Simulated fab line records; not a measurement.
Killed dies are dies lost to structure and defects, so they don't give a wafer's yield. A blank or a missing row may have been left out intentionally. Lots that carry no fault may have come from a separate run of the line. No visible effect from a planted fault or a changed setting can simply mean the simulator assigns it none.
Lot-split experiment :: flow n5_finfet :: on a route of 1938 steps: 7 lots, 21 wafers read

== THE SPLIT ITSELF ==
At N5_STI_FIN_REVEAL_ETCHBACK_08 (etches SiO2 in C4F6/O2, target depth 30.5 nm, time 10.167 s), the setting time_s was moved away from the recipe's 10.167 s on 3 of the 21 wafers read, by -19.2% to -8.7%. This setting was run at the recipe's value on the other wafers.

== FROM THE SPLIT TO THE READING: what the file shows between them, 4 steps ==
- N5_STI_FIN_REVEAL_PRECLEAN_17: cleans in NF3:NH3, afs cycles 1, time 20 s, sublimation time 60 s (also split here: time_s)
- N5_STI_FIN_REVEAL_ETCH_34: etches Si in H2, material Si, target depth 0.97 nm
- N5_STI_FIN_REVEAL_OXIDATION_31: chemistry O2 PLASMA REMOTE, time 20 s
- N5_STI_FIN_REVEAL_SRD_23: time 30 s

== THE READING ==
trench_depth_nm, in nm, at N5_STI_FIN_REVEAL_FIN_H_MEAS_10. A value of 51.9 nm with a standard deviation of 0.66 nm is what fault-free wafers of this fab line usually give.

wafer: L074.2
tool, chamber at the split: rie_diel-04, 2,3,2
time_s as run, s: 10.167
against the recipe: recipe
trench_depth_nm, nm: 51.9
against lot-mates on the recipe: -

wafer: L074.5
tool, chamber at the split: rie_diel-04, 2,3,2
time_s as run, s: 10.167
against the recipe: recipe
trench_depth_nm, nm: 51.7
against lot-mates on the recipe: -

wafer: L074.6
tool, chamber at the split: rie_diel-04, 2,3,2
time_s as run, s: 10.167
against the recipe: recipe
trench_depth_nm, nm: 51.6
against lot-mates on the recipe: -

wafer: L076.2
tool, chamber at the split: rie_diel-06, 3,0
time_s as run, s: 10.167
against the recipe: recipe
trench_depth_nm, nm: 51.7
against lot-mates on the recipe: -

wafer: L076.3
tool, chamber at the split: rie_diel-06, 0
time_s as run, s: 8.216
against the recipe: -19.2%
trench_depth_nm, nm: 45.7
against lot-mates on the recipe: -5.8

wafer: L076.5
tool, chamber at the split: rie_diel-06, 3,0
time_s as run, s: 10.167
against the recipe: recipe
trench_depth_nm, nm: 51.4
against lot-mates on the recipe: -

wafer: L078.1
tool, chamber at the split: rie_diel-04, 2,1
time_s as run, s: 9.282
against the recipe: -8.7%
trench_depth_nm, nm: 49.7
against lot-mates on the recipe: -2.5

wafer: L078.2
tool, chamber at the split: rie_diel-04, 2,1
time_s as run, s: 9.282
against the recipe: -8.7%
trench_depth_nm, nm: 49.8
against lot-mates on the recipe: -2.4

wafer: L078.6
tool, chamber at the split: rie_diel-04, 1
time_s as run, s: 10.167
against the recipe: recipe
trench_depth_nm, nm: 52.2
against lot-mates on the recipe: -

wafer: L085.4
tool, chamber at the split: rie_diel-06, 2,3,0
time_s as run, s: 10.167
against the recipe: recipe
trench_depth_nm, nm: 52.1
against lot-mates on the recipe: -

wafer: L085.5
tool, chamber at the split: rie_diel-06, 2,3,0
time_s as run, s: 10.167
against the recipe: recipe
trench_depth_nm, nm: 51.3
against lot-mates on the recipe: -

wafer: L085.6
tool, chamber at the split: rie_diel-06, 2,3,0
time_s as run, s: 10.167
against the recipe: recipe
trench_depth_nm, nm: 51.4
against lot-mates on the recipe: -

wafer: L089.3
tool, chamber at the split: rie_diel-06, 3,0,0
time_s as run, s: 10.167
against the recipe: recipe
trench_depth_nm, nm: 51.2
against lot-mates on the recipe: -

wafer: L089.4
tool, chamber at the split: rie_diel-06, 3,0,0
time_s as run, s: 10.167
against the recipe: recipe
trench_depth_nm, nm: 51.2
against lot-mates on the recipe: -

wafer: L089.5
tool, chamber at the split: rie_diel-06, 3,0,0
time_s as run, s: 10.167
against the recipe: recipe
trench_depth_nm, nm: 51.9
against lot-mates on the recipe: -

wafer: L092.3
tool, chamber at the split: rie_diel-05, 3,1,1
time_s as run, s: 10.167
against the recipe: recipe
trench_depth_nm, nm: 50.7
against lot-mates on the recipe: -

wafer: L092.4
tool, chamber at the split: rie_diel-05, 3,1,1
time_s as run, s: 10.167
against the recipe: recipe
trench_depth_nm, nm: 51.4
against lot-mates on the recipe: -

wafer: L092.6
tool, chamber at the split: rie_diel-05, 3,1,1
time_s as run, s: 10.167
against the recipe: recipe
trench_depth_nm, nm: 51.4
against lot-mates on the recipe: -

wafer: L094.1
tool, chamber at the split: rie_diel-04, 0,3,0
time_s as run, s: 10.167
against the recipe: recipe
trench_depth_nm, nm: 51.2
against lot-mates on the recipe: -

wafer: L094.2
tool, chamber at the split: rie_diel-04, 0,3,0
time_s as run, s: 10.167
against the recipe: recipe
trench_depth_nm, nm: 51.9
against lot-mates on the recipe: -

wafer: L094.6
tool, chamber at the split: rie_diel-04, 0,3,0
time_s as run, s: 10.167
against the recipe: recipe
trench_depth_nm, nm: 51.4
against lot-mates on the recipe: -
When a row names more than one chamber, that row covers several wafers, and the file does not tell which wafer ran in which chamber.

THE FIT
A straight line over all 21 wafers: trench_depth_nm changes by +0.278 nm for each +1% of time_s; r = +0.95; the points scatter about the line by 0.43 nm.
The same after taking each lot's own level away (the mean of its wafers on the recipe; 21 wafers): +0.299 nm for each +1%; r = +0.98; scatter 0.28 nm.
On that fit, the largest move of time_s shifts the reading by 5.7 nm.
From 51.17 to 52.20 nm: that is the span of the lots' own levels, equal to 1.6 times the standard deviation above.
The two slopes agree, so the slope changes little with the lot-to-lot level.
Check: with one of the wafers moved furthest among these (-19.2%) left out of the fit, the line predicts -5.4 nm for it against its lot-mates. It came out at -5.85 nm against them.

== OTHER SPLITS APPLIED TO THESE WAFERS ==
Note: prior to the reading, these wafers also went through further splits. Each is held against what the fit with the lots' levels taken away leaves over:
other split on the same wafers: N5_WELL_APT_PEB_23 peb_time_s
wafers away from the commonest value: 5
r with trench_depth_nm (lot level and that fit taken away): +0.13

other split on the same wafers: N5_WELL_APT_DEVELOP_24 develop_time_s
wafers away from the commonest value: 5
r with trench_depth_nm (lot level and that fit taken away): -0.01

other split on the same wafers: N5_FIN_SAQP_HM_DEP_72 time_s
wafers away from the commonest value: 13
r with trench_depth_nm (lot level and that fit taken away): +0.16

other split on the same wafers: N5_FIN_SAQP_COAT_50 spin_rpm
wafers away from the commonest value: 5
r with trench_depth_nm (lot level and that fit taken away): +0.03

other split on the same wafers: N5_FIN_CUT_ETCH_21 time_s
wafers away from the commonest value: 9
r with trench_depth_nm (lot level and that fit taken away): +0.30

other split on the same wafers: N5_STI_FIN_REVEAL_PRECLEAN_17 time_s
wafers away from the commonest value: 8
r with trench_depth_nm (lot level and that fit taken away): +0.10

== THE FILE'S OWN FIT ==
trench_depth_nm changes by +0.301 nm for each +1% of time_s, r = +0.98.
